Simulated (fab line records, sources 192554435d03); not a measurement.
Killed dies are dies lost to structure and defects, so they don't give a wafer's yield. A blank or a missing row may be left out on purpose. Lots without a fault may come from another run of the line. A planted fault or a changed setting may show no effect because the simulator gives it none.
fab line records | flow n5_finfet
record lots=6 wafers=17 last_day=20
route steps=1938 shown SD_EPI_P@302 PASSIVATION@1936
lots that met no fault: from a run of the same line without faults
start_h: hours from the record's first day to the start of the lot's first wafer shown | wait_h: hours since the lot's step before | " the same as in the row above | L1.1+2: a row that stands for several wafers | - no value, or no start given | * or withheld: withheld | < > ~ a bound
route shown NAME@n: a module of which the file shows steps, and the number in the route of the first | usual: mean/standard deviation of fault-free wafers | same: alike in all rows | chamber/n: place in a boat | sites: the reading at each site | _std_site: their standard deviation | _edge_site: outer sites' mean less inner sites' | radius_mm: how far each site lies from the wafer's centre | mask NAME#n: copy n | behind: the tool/chamber that last shaped the wafer | hold: why the lot was held/for how many hours/how that ended | device: the transistor (n, p or np) that didn't switch | end of line: the same wafers' tests at the end of the route | a step without rows: its recipe alone | killed: dies lost to structure and defects at the first sort, not the wafer's yield | map: a wafer's dies, x killed, . not, _ none there
set.NAME: the setting as run; set.NAME@STEP: as run at that earlier step | model.NAME: the simulator's own value behind a step, which no gauge read
lots at some steps of the route; a table a step, a row a wafer
services: from which hour (start_h, from the record's first day; less than 0 if before it) a tool's chamber was out of use, for how many hours, and why
## steps
# step N5_SD_EPI_P_DEVELOP_08
# recipe develop_time_s=30 developer=TMAH resist=CAR-ArF-block dev_temp_c=23 rinse_liquid=diw dry=air_spin
# step N5_SD_EPI_P_CD_MEAS_09
# recipe target_cd_nm=240 landing_energy_ev=500 detector=se_inlens
# usual cd_nm=239.7/0.61
# columns lot.wafer tool chamber start_h wait_h cd_nm
L483.2 cd_sem-02 0 103.19 - 239.3
L483.3 " 0 " " 240.0
L483.4 " 0 " " 239.4
L486.1 cd_sem-02 0 128.87 - 239.8
L486.2 " 0 " " 238.6
L486.6 " 0 " " 239.8
L493.3 cd_sem-02 0 162.22 - 239.7
L493.6 " 0 " " 239.5
L494.1 cd_sem-03 0 171.17 - 240.2
L494.5 " 0 " " 239.9
L494.6 " 0 " " 239.5
L496.2 cd_sem-03 0 180.09 - 240.0
L496.4 " 0 " " 240.1
L496.5 " 0 " " 239.8
L498.3 cd_sem-02 0 195.63 - 240.5
L498.4 " 0 " " 240.0
L498.6 " 0 " " 240.7
# step N5_SD_EPI_P_OVL_MEAS_10
# recipe points_per_wafer=44
# usual SD_P_BLK_OVL=-0.2/0.68
# columns lot.wafer tool chamber start_h wait_h SD_P_BLK_OVL[nm]
L483.2 overlay-01 0 103.22 0.0 -0.7
L483.3 " 0 " " -0.3
L483.4 " 0 " " -1.0
L486.1 overlay-01 0 128.90 0.0 -1.2
L486.2 " 0 " " -1.8
L486.6 " 0 " " -1.4
L493.3 overlay-02 0 162.25 0.0 -1.0
L493.6 " 0 " " -0.3
L494.1 overlay-01 0 171.21 0.0 0.2
L494.5 " 0 " " 1.2
L494.6 " 0 " " 1.4
L496.2 overlay-02 0 180.12 0.0 -1.2
L496.4 " 0 " " 0.2
L496.5 " 0 " " -1.0
L498.3 overlay-01 0 195.66 0.0 0.0
L498.4 " 0 " " 1.0
L498.6 " 0 " " 0.1
# step N5_SD_EPI_P_INSPECT_11
# recipe mode=adi inspect_instrument=macro
# usual raw_defect_count=2.2/1.5
# columns lot.wafer tool chamber start_h wait_h raw_defect_count
L483.2 defect_inspect-01 - 103.25 0.0 0
L483.3 " - " " 1
L483.4 " - " " 2
L486.1 defect_inspect-01 - 128.93 0.0 0
L486.2 " - " " 4
L486.6 " - " " 1
L493.3 defect_inspect-02 - 162.28 0.0 2
L493.6 " - " " 2
L494.1 defect_inspect-01 - 171.23 0.0 1
L494.5 " - " " 2
L494.6 " - " " 2
L496.2 defect_inspect-02 - 180.14 0.0 0
L496.4 " - " " 2
L496.5 " - " " 6
L498.3 defect_inspect-01 - 195.68 0.0 2
L498.4 " - " " 2
L498.6 " - " " 6
# step N5_SD_EPI_P_DESCUM_14
# recipe chemistry=O2 time_s=7.9 source_power_w=50 bias_power_w=20 pressure_mtorr=20 rf_frequency_hz=2.712e+07 temp_c=40 resist=CAR-ArF-block o2_flow_sccm=225
# usual chamber_pressure_mTorr=19.998/0.02 drypump_motor_current_A=5.8/0.48 oes_product_au=0.81/0.072 rf_vpp_V=243.4/1.3 showerhead_plenum_p_Torr=2.11/0.065 throttle_valve_pct=20.29/0.18
# columns lot.wafer tool chamber start_h wait_h chamber_pressure_mTorr drypump_motor_current_A oes_product_au rf_hours_counter_h rf_vpp_V showerhead_plenum_p_Torr throttle_valve_pct
L483.2 rie_diel-06 2 103.28 0.0 19.963 6.6 0.72 220 244.4 2.07 20.65
L483.3 " 3 " " 19.989 5.8 0.82 83 241.3 2.04 20.58
L483.4 " 0 " " 20.024 6.2 0.72 203 241.6 2.08 20.22
L486.1 rie_diel-05 2 128.96 0.0 19.993 5.3 0.95 14 241.5 2.05 20.21
L486.2 " 3 " " 19.969 5.8 0.77 128 243.3 2.20 20.15
L486.6 " 2 " " 20.028 5.3 0.95 - 241.6 2.05 20.18
L493.3 rie_diel-02 3 162.31 0.0 20.011 4.7 0.84 58 242.9 2.03 20.06
L493.6 " 2 " " 19.994 6.1 0.84 - 243.5 2.13 20.47
L494.1 rie_diel-05 0 171.26 0.0 20.002 5.0 0.77 155 245.0 2.18 20.21
L494.5 " 2 " " 20.023 5.3 0.93 - 241.6 2.04 20.21
L494.6 " 3 " " 19.971 5.8 0.76 - 245.2 2.20 20.15
L496.2 rie_diel-05 2 180.55 0.4 20.005 5.3 0.92 27 244.7 2.04 20.21
L496.4 " 3 " " 19.991 5.8 0.75 144 244.1 2.20 20.16
L496.5 " 2 " " 20.014 5.3 0.92 - 242.7 2.04 20.21
L498.3 rie_diel-05 1 195.76 0.1 19.997 6.0 0.75 159 243.1 2.09 20.18
L498.4 " 2 " " 19.977 5.3 0.91 32 241.9 2.04 20.20
L498.6 " 3 " " 19.983 5.8 0.75 - 244.2 2.20 20.18
# step N5_SD_EPI_P_ETCH_36
# recipe chemistry=CF4 target=SiARC target_depth_a=455 mask_material=CAR-ArF-block time_s=75.8 ion_energy_ev=80 pressure_mtorr=40 source_w=545 bias_w=36 Ar_flow_sccm=100 cf4_flow_sccm=100 ends=cleared
# usual bias_w=36.00/0.11 chamber_pressure_mTorr=40.00/0.033 drypump_motor_current_A=5.7/0.48 etch_rf_on_time_s=75.9/0.92 oes_product_au=0.69/0.059 rf_vpp_V=184.1/1.1 showerhead_plenum_p_Torr=2.15/0.061 throttle_valve_pct=15.45/0.16
# columns lot.wafer tool chamber start_h wait_h bias_w chamber_pressure_mTorr drypump_motor_current_A etch_rf_on_time_s oes_product_au rf_hours_counter_h rf_vpp_V showerhead_plenum_p_Torr throttle_valve_pct
L483.2 rie_diel-06 2 103.32 0.0 35.93 39.97 6.6 76.6 0.61 220 185.1 2.12 15.83
L483.3 " 3 " " 36.01 40.01 5.8 76.5 0.71 83 183.6 2.08 15.65
L483.4 " 0 " " 35.95 40.00 6.2 75.6 0.61 203 183.5 2.12 15.46
L486.1 rie_diel-05 2 129.00 0.0 35.91 39.98 5.3 76.0 0.81 15 183.7 2.10 15.34
L486.2 " 3 " " 36.20 40.00 5.8 76.6 0.66 128 186.8 2.23 15.28
L486.6 " 2 " " 36.02 39.98 5.3 75.8 0.81 - 183.4 2.11 15.35
L493.3 rie_diel-02 3 162.34 0.0 36.07 40.07 4.7 75.0 0.71 58 185.1 2.08 15.31
L493.6 " 2 " " 35.74 40.03 6.1 74.6 0.71 - 182.8 2.17 15.59
L494.1 rie_diel-05 0 171.30 0.0 36.10 40.03 5.0 76.4 0.65 155 184.7 2.23 15.48
L494.5 " 2 " " 36.05 40.01 5.3 75.2 0.80 - 182.5 2.10 15.35
L494.6 " 3 " " 36.12 40.01 5.8 76.6 0.64 - 184.3 2.23 15.31
L496.2 rie_diel-05 2 180.58 0.0 35.98 40.04 5.3 75.4 0.78 27 184.1 2.10 15.36
L496.4 " 3 " " 36.09 39.97 5.8 76.6 0.65 144 184.8 2.23 15.31
L496.5 " 2 " " 35.94 40.02 5.3 75.4 0.78 - 183.2 2.10 15.36
L498.3 rie_diel-05 1 195.79 0.0 36.32 40.03 6.0 75.9 0.64 159 184.2 2.14 15.40
L498.4 " 2 " " 36.01 39.98 5.3 77.5 0.77 32 182.2 2.10 15.37
L498.6 " 3 " " 36.09 39.99 5.8 77.2 0.65 - 184.1 2.22 15.32
# step N5_SD_EPI_P_ETCH_37
# recipe chemistry=N2/H2 target=SOC overetch_a=1080 mask_material=SiARC temp_c=40 ion_energy_ev=100 source_w=3000 bias_w=133 pressure_mtorr=20 time_s=486 n2_flow_sccm=200 h2_flow_sccm=200 ends=end_point
# usual bias_w=133.0/0.45 chamber_pressure_mTorr=19.998/0.018 drypump_motor_current_A=5.8/0.48 oes_product_au=0.72/0.061 rf_vpp_V=240.7/1.2 showerhead_plenum_p_Torr=2.55/0.077 throttle_valve_pct=23.59/0.25
# columns lot.wafer tool chamber start_h wait_h bias_w chamber_pressure_mTorr drypump_motor_current_A oes_product_au rf_hours_counter_h rf_vpp_V showerhead_plenum_p_Torr throttle_valve_pct
L483.2 rie_diel-06 2 103.37 0.0 132.6 20.022 6.5 0.64 220 240.5 2.50 23.95
L483.3 " 3 " " 133.5 20.001 5.8 0.73 83 239.0 2.46 23.90
L483.4 " 0 " " 132.4 20.032 6.2 0.64 203 239.7 2.53 23.75
L486.1 rie_diel-05 2 129.05 0.0 132.7 20.026 5.3 0.85 15 240.6 2.49 23.72
L486.2 " 3 " " 133.2 20.014 5.8 0.70 128 242.3 2.66 23.35
L486.6 " 2 " " 133.3 19.968 5.3 0.85 - 241.9 2.49 23.71
L493.3 rie_diel-02 3 162.40 0.0 132.7 19.984 4.7 0.74 58 240.8 2.47 23.45
L493.6 " 2 " " 132.7 20.034 6.1 0.75 - 241.1 2.58 23.78
L494.1 rie_diel-05 0 171.35 0.0 131.9 19.998 5.0 0.69 155 241.6 2.65 23.45
L494.5 " 2 " " 132.3 19.998 5.3 0.83 - 240.4 2.49 23.71
L494.6 " 3 " " 133.1 20.019 5.8 0.68 - 242.4 2.66 23.37
L496.2 rie_diel-05 2 180.64 0.0 132.9 20.015 5.3 0.82 27 240.1 2.49 23.73
L496.4 " 3 " " 133.2 20.002 5.8 0.68 144 242.1 2.65 23.37
L496.5 " 2 " " 132.4 19.994 5.3 0.83 - 240.8 2.49 23.73
L498.3 rie_diel-05 1 195.85 0.0 132.8 20.007 6.0 0.67 159 240.7 2.52 23.21
L498.4 " 2 " " 133.0 19.999 5.3 0.81 32 239.9 2.49 23.76
L498.6 " 3 " " 133.4 19.981 5.8 0.68 - 241.1 2.65 23.38
# step N5_SD_EPI_P_STRIP_38
# recipe chemistry=N2/H2 temp_c=40 n2_flow_sccm=200 h2_flow_sccm=200 rf_frequency_hz=6e+07
# step N5_SD_EPI_P_ETCHBACK_46
# recipe chemistry=CH3F/O2 mode=anisotropic_etchback target=SiNx target_depth_a=175 stop_on=SiO2 over_etch_frac=0.3 ion_energy_ev=120 pressure_mtorr=30 source_w=395 bias_w=73 Ar_flow_sccm=150 CH3F_flow_sccm=30 O2_flow_sccm=20
# usual bias_w=72.99/0.24 chamber_pressure_mTorr=30.002/0.027 drypump_motor_current_A=5.8/0.48 oes_product_au=0.69/0.058 rf_vpp_V=297.8/3 showerhead_plenum_p_Torr=2.01/0.059 throttle_valve_pct=16.19/0.16
# columns lot.wafer tool chamber start_h wait_h bias_w chamber_pressure_mTorr drypump_motor_current_A oes_product_au rf_hours_counter_h rf_vpp_V showerhead_plenum_p_Torr throttle_valve_pct
L483.2 rie_diel-06 2 103.70 0.0 72.86 29.965 6.6 0.61 220 297.2 1.97 16.55
L483.3 " 3 " " 73.06 30.014 5.8 0.71 83 295.8 1.94 16.43
L483.4 " 0 " " 73.24 30.036 6.2 0.62 204 293.5 1.99 16.21
L486.1 rie_diel-05 2 129.38 0.0 72.72 29.989 5.3 0.81 15 296.2 1.96 16.10
L486.2 " 3 " " 72.80 30.024 5.8 0.67 129 299.0 2.09 16.02
L486.6 " 2 " " 72.95 29.987 5.3 0.81 - 298.5 1.96 16.10
L493.3 rie_diel-02 3 162.72 0.0 73.15 30.002 4.7 0.71 59 299.5 1.94 16.00
L493.6 " 2 " " 73.03 29.998 6.1 0.70 - 304.2 2.04 16.35
L494.1 rie_diel-05 0 171.68 0.0 73.04 29.988 5.0 0.66 155 300.5 2.08 16.21
L494.5 " 2 " " 72.71 30.036 5.3 0.78 - 296.1 1.96 16.11
L494.6 " 3 " " 72.46 30.021 5.8 0.65 - 298.7 2.08 16.03
L496.2 rie_diel-05 2 180.96 0.0 72.99 30.029 5.3 0.78 27 298.2 1.96 16.13
L496.4 " 3 " " 73.12 30.063 5.8 0.65 144 298.7 2.08 16.03
L496.5 " 2 " " 72.56 29.987 5.3 0.79 - 298.3 1.96 16.13
L498.3 rie_diel-05 1 196.17 0.0 73.51 30.037 6.0 0.64 159 293.2 1.99 16.11
L498.4 " 2 " " 73.35 29.978 5.3 0.77 32 299.7 1.96 16.14
L498.6 " 3 " " 72.81 29.999 5.8 0.65 - 299.8 2.08 16.04
# step N5_SD_EPI_P_ETCH_47
# recipe chemistry=CH3F/O2 target=SiOCN target_depth_a=250 mask_material=SOC ion_energy_ev=60 bias_w=29 pressure_mtorr=30 source_w=410 Ar_flow_sccm=150 CH3F_flow_sccm=30 O2_flow_sccm=20
# step N5_SD_EPI_P_ETCH_16
# recipe chemistry=CHF3/O2 target=SiO2 target_depth_a=50 mask_material=SOC pressure_mtorr=30 source_w=650 bias_w=170 Ar_flow_sccm=200 CHF3_flow_sccm=50 O2_flow_sccm=5 ion_energy_ev=200
# usual bias_w=170.0/0.49 chamber_pressure_mTorr=29.997/0.027 drypump_motor_current_A=5.8/0.48 oes_product_au=0.80/0.073 rf_vpp_V=525/5.4 showerhead_plenum_p_Torr=2.42/0.069 throttle_valve_pct=18.74/0.17
# columns lot.wafer tool chamber start_h wait_h bias_w chamber_pressure_mTorr drypump_motor_current_A oes_product_au rf_hours_counter_h rf_vpp_V showerhead_plenum_p_Torr throttle_valve_pct
L483.2 rie_diel-06 2 103.90 0.1 171.0 30.019 6.6 0.70 220 521 2.38 19.06
L483.3 " 3 " " 169.2 29.958 5.8 0.81 83 522 2.34 19.01
L483.4 " 0 " " 170.1 29.948 6.2 0.72 204 516 2.40 18.72
L486.1 rie_diel-05 2 129.58 0.1 169.8 29.965 5.3 0.96 15 525 2.37 18.68
L486.2 " 3 " " 170.0 30.026 5.8 0.77 129 526 2.51 18.52
L486.6 " 2 " " 170.0 30.007 5.3 0.96 - 526 2.37 18.68
L493.3 rie_diel-02 3 162.92 0.1 170.0 29.994 4.7 0.84 59 526 2.34 18.57
L493.6 " 2 " " 171.0 29.920 6.1 0.84 - 537 2.45 18.94
L494.1 rie_diel-05 0 171.88 0.1 169.5 29.997 5.1 0.76 155 529 2.51 18.73
L494.5 " 2 " " 169.6 29.991 5.3 0.94 - 526 2.36 18.68
L494.6 " 3 " " 170.6 30.010 5.8 0.76 - 526 2.50 18.54
L496.2 rie_diel-05 2 181.16 0.1 170.5 30.019 5.3 0.92 27 527 2.36 18.70
L496.4 " 3 " " 169.9 29.954 5.8 0.75 144 528 2.50 18.55
L496.5 " 2 " " 170.4 30.010 5.3 0.92 - 526 2.36 18.70
L498.3 rie_diel-05 1 196.37 0.1 170.3 30.016 6.0 0.74 159 517 2.40 18.63
L498.4 " 2 " " 170.0 29.989 5.3 0.92 33 525 2.36 18.70
L498.6 " 3 " " 170.2 30.041 5.8 0.75 - 528 2.50 18.54
# step N5_SD_EPI_P_STRIP_50
# recipe chemistry=CHF3/O2 resist=SiARC rf_frequency_hz=6e+07
# step N5_SD_EPI_P_SD_RECESS_17
# recipe chemistry=HBr/Cl2/O2 target_depth_a=391 bt_time_s=3 pressure_mtorr=10 icp_w=800 bias_w=112 HBr_flow_sccm=150 Cl2_flow_sccm=80 O2_flow_sccm=12
# usual bias_w=112.0/0.34 chamber_pressure_mTorr=10.000/0.0096 drypump_motor_current_A=5.6/0.45 oes_product_au=0.998/0.017 throttle_valve_pct=37.06/0.25
# columns lot.wafer tool chamber start_h wait_h bias_w chamber_pressure_mTorr drypump_motor_current_A oes_product_au rf_hours_counter_h throttle_valve_pct model.SD_EPI_P.feature_depth_nm model.etch.depth_nm
L483.2 rie_si-02 3 103.97 0.0 112.0 9.998 6.0 0.963 39 37.18 38.8 38.73
L483.3 " 1 " " 111.8 9.987 6.2 1.002 7 37.11 38.6 38.59
L483.4 " 2 " " 112.1 10.011 5.3 0.997 185 36.83 38.8 38.76
L486.1 rie_si-06 1 129.66 0.0 112.8 10.026 6.2 0.997 163 37.39 39.6 39.68
L486.2 " 0 " " 112.1 9.991 5.9 1.014 187 36.94 39.2 39.13
L486.6 " 3 " " 111.7 9.992 5.4 1.001 - 36.76 39 38.99
L493.3 rie_si-06 3 162.99 0.0 111.7 9.998 5.4 1.000 72 36.74 38.8 38.88
L493.6 " 1 " " 112.0 9.987 6.2 0.987 - 37.40 27.2 27.22
L494.1 rie_si-06 1 171.95 0.0 111.4 9.981 6.2 0.989 164 37.40 38.6 38.52
L494.5 " 1 " " 111.5 10.015 6.2 0.981 - 37.40 26.8 26.89
L494.6 " 2 " " 111.9 9.996 5.2 0.973 - 37.57 27 27.02
L496.2 rie_si-02 0 181.23 0.0 112.2 9.997 6.3 1.013 12 36.75 38.8 38.86
L496.4 " 1 " " 112.3 9.992 6.2 0.995 8 37.11 38.6 38.55
L496.5 " 2 " " 112.0 9.999 5.3 1.004 - 36.83 39 38.94
L498.3 rie_si-02 3 196.44 0.0 111.8 10.007 6.0 0.974 41 37.17 39.2 39.16
L498.4 " 0 " " 111.9 10.004 6.3 1.004 13 36.75 38.8 38.73
L498.6 " 2 " " 112.2 10.005 5.3 1.002 - 36.83 39.6 39.66
# step N5_SD_EPI_P_WET_ETCH_45
# recipe chemistry=dHF dilution=withheld time_s=10.7 target=SiO2 target_depth_a=20 temp_c=25 dry=ipa_marangoni rinse_time_s=30 rinse_temp_c=23
# step N5_PASSIVATION_PROBE_49
# usual killed_at_M0_to_M3=36/11 killed_at_M4_up=14/5.6 killed_at_contacts=11/5.6 killed_at_front_end=40/12 killed_at_other=4/3.2 killed_dies=105/17 killed_on_rim=14/3.4 killed_open=69/12 killed_short=34/8.4
# same gross_dies=1180 killed_at_back_side=0
# columns lot.wafer tool chamber start_h wait_h killed_at_M0_to_M3 killed_at_M4_up killed_at_contacts killed_at_front_end killed_at_other killed_dies killed_on_rim killed_open killed_short
L483.2 prober-02 - 363.12 0.1 34 15 9 36 14 108 18 74 33
L483.3 prober-02 - 363.17 0.1 30 13 8 61 8 120 16 74 46
L483.4 prober-02 - 363.22 0.2 42 19 6 39 7 113 16 83 27
L493.3 prober-01 - 412.59 0.1 36 18 9 38 5 106 17 64 35
L493.6 prober-01 - 412.74 0.3 49 11 13 55 0 128 16 80 46
# killed by level:class
L483.2 BEOL_M1:geometric_particle:open=12 MOL_CONTACT_COAG:geometric_particle:open=9 FIN_SAQP:geometric_particle:open=8 STI_FIN_REVEAL:geometric_particle:open=7 MIM_TOP_ETCH:geometric_particle:short=7 BEOL_M0_SAQP:geometric_particle:open=5 BEOL_M1:geometric_particle:short=4 MIM_TOP_ETCH:geometric_particle:open=4
L483.3 FIN_SAQP:geometric_particle:open=16 STI_FIN_REVEAL:geometric_particle:open=12 FIN_SAQP:geometric_particle:short=10 MOL_CONTACT_COAG:geometric_particle:open=8 GATE_CUT:geometric_particle:short=6 BEOL_M0_SAQP:geometric_particle:open=6 BEOL_M4:geometric_particle:open=6 BEOL_M0_SAQP:geometric_particle:short=5
L483.4 FIN_SAQP:geometric_particle:open=13 BEOL_M4:geometric_particle:open=10 STI_FIN_REVEAL:geometric_particle:open=9 BEOL_M1:geometric_particle:open=9 BEOL_M0_SAQP:geometric_particle:open=8 BEOL_M2:geometric_particle:open=8 MOL_CONTACT_COAG:geometric_particle:open=5 BEOL_M0_SAQP:geometric_particle:short=5
L493.3 FIN_SAQP:geometric_particle:short=12 MOL_CONTACT_COAG:geometric_particle:open=9 BEOL_M2:geometric_particle:open=9 FIN_SAQP:geometric_particle:open=8 BEOL_M0_SAQP:geometric_particle:short=7 BEOL_M0_SAQP:geometric_particle:open=7 BEOL_M3:geometric_particle:open=5 SPACER0:geometric_particle:open=4
L493.6 BEOL_M0_SAQP:geometric_particle:short=20 FIN_SAQP:geometric_particle:open=15 BEOL_M0_SAQP:geometric_particle:open=14 MOL_CONTACT_COAG:geometric_particle:open=11 FIN_SAQP:geometric_particle:short=10 STI_FIN_REVEAL:geometric_particle:open=7 BEOL_M1:geometric_particle:open=5 BEOL_M4:geometric_particle:open=5
## services
# columns tool chamber start_h hours kind
rie_diel-02 0 96.26 6.7 repair
rie_diel-02 - 97.17 0.2 repair
rie_diel-02 - 112.60 2.8 pm
rie_si-06 1 120.58 5.2 repair
rie_diel-06 2 128.81 12.8 repair
rie_si-06 0 137.74 3.3 repair
rie_diel-06 - 143.51 0.7 repair
rie_si-06 2 151.38 4.6 repair
rie_diel-02 3 173.20 15.3 repair
rie_diel-02 0 191.16 13.6 repair
## key
first_sign none at tools or gauges
model_effect step=N5_SD_EPI_P_SD_RECESS_17 value=SD_EPI_P.feature_depth_nm without=38.4 struck=27
met_at N5_SD_EPI_P_SD_RECESS_17
struck_wafers L493.6,L494.5,L494.6
tester_left_out L493,L494
onset_between 129.66 162.99
fault kind=process_parameter_drift tool=rie_si-06 chamber=- onset_h=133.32 steps=N5_SD_EPI_P_SD_RECESS_17 channel=target_depth_a offset=-115.55 shape=step end_h=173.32 scope=struck_wafers_only acts_in=these_recipes_only stated=391
# tester_left_out: of these lots the tester's yield and bins aren't shown, on N5 and GAA mostly nor the transistor test; their killed dies are dies lost to structure and defects alone, not to doping, threshold or leakage, so they don't give the yield
